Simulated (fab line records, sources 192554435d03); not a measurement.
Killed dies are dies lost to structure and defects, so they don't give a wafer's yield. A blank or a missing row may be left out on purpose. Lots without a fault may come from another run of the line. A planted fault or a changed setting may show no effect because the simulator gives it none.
Chamber matching | flow n5_finfet | N5_ZERO_LAYER_DESCUM_16 on rie_diel-05: 4 sister chambers
The step chemistry O2, time 7.9 s. 4 wafers are shown with their chamber, then 9 later ones without.

WAFERS WITH THEIR CHAMBER
wafer  | chamber | showerhead_plenum_p_Torr (Torr)
L082.3 | 1       | 2.13
L088.3 | 0       | 2.08
L090.5 | 2       | 2.15
L090.6 | 3       | 2.09

WAFERS WITHOUT THEIR CHAMBER
wafer  | showerhead_plenum_p_Torr (Torr)
L094.1 | 2.09
L094.2 | 2.08
L094.6 | 2.12
L095.1 | 2.12
L095.2 | 2.08
L095.4 | 2.08
L097.1 | 2.09
L097.2 | 2.08
L097.5 | 2.08

WHICH CHAMBER EACH WENT THROUGH
wafer  | from the rows above | in truth
L094.1 | 3                   | 3
L094.2 | 0                   | 0
L094.6 | 1                   | 1
L095.1 | 1                   | 1
L095.2 | 0                   | 0
L095.4 | 0                   | 0
L097.1 | 3                   | 3
L097.2 | 0                   | 0
L097.5 | 0                   | 0
Placed correctly: 9 of 9. Can't be placed from these rows: 0. Placed wrongly: 0.
How it was worked out, from the rows above alone: a wafer's distance from a chamber is the root of the sum, over the readings, of the square of ((its reading less the chamber's mean) divided by the reading's scatter). The wafer belongs to the nearest chamber; if the next one is less than 2 further off, it can't be placed. A chamber's mean is the mean of its shown wafers. The scatter: with one shown wafer a chamber, the root of the mean of the squares of how far each hidden wafer lies from its nearest shown one.
